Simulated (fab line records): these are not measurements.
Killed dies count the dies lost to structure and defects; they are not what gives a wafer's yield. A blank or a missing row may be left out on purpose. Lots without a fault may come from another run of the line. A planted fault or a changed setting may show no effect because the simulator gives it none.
2 desks looking at one fault -- flow nand-harc -- each desk has only its own numbers; what lay behind them comes last

## THE DEFECT DESK
Counts from the inspections along the route, per lot, as means over the sampled wafers that have a number. Marked OUT: a lot whose mean sits more than 4 standard deviations from the usual mean, which makes it out of limits; the brackets give that distance.
Columns: A = raw-defect-count at NHARC_P_CONTACT_INSPECT_14, usual 3.6
lot,first seen here,A
L593,day 5 16:19,3.7
L594,day 5 23:22,5.0
L596,day 6 06:29,4.0
L598,day 6 13:01,3.7
L597,day 6 13:43,3.7
L599,day 7 01:13,4.3
L600,day 7 11:18,7.3
L601,day 7 11:48,4.3
L603,day 7 23:40,1.0
L604,day 9 00:35,6.0
L608,day 9 11:17,3.7
L614,day 11 03:46,626.7 (+99 or more) OUT
This desk's finding: out of limits on L614; first on L614, day 11 03:46 (raw-defect-count at NHARC_P_CONTACT_INSPECT_14). L593, L594, L596, L598, L597, L599, L600, L601, L603, L604, L608: within limits.

## TOOL OWNER'S DESK, cmp-04
The tool's own readings at NHARC_P_CONTACT_CMP_01 (polishes SiO2, target thk 200 nm): means of the sampled wafers that have a number, for each lot that ran on this tool. Marked OUT: a lot whose mean sits more than 4 standard deviations from the usual mean, which makes it out of limits; the brackets give that distance.
Columns: A = motor-current-A at NHARC_P_CONTACT_CMP_01, usual 11.8 A
lot,first seen here,A
L597,day 6 12:46,12.4
L603,day 7 22:41,11.4
L604,day 8 23:44,12.2
L614,day 11 02:47,12.8
This desk's finding: nothing out of limits on any of the 4 lots.

## ALL TOGETHER
The defect desk could have raised an alarm at day 11 03:46, on L614.
Nothing out of limits was seen by the tool owner's desk.
Tool owner's desk: L614 on record, inside its limits.
Of the lots named, all ran NHARC_P_CONTACT_CMP_01 on cmp-04.

## WHAT THE SIMULATOR HAD PUT IN
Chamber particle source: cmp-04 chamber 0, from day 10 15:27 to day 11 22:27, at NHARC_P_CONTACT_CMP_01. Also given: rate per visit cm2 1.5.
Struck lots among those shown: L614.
Hours from the fault's start to each desk's first reading out of limits: the defect desk, 12.
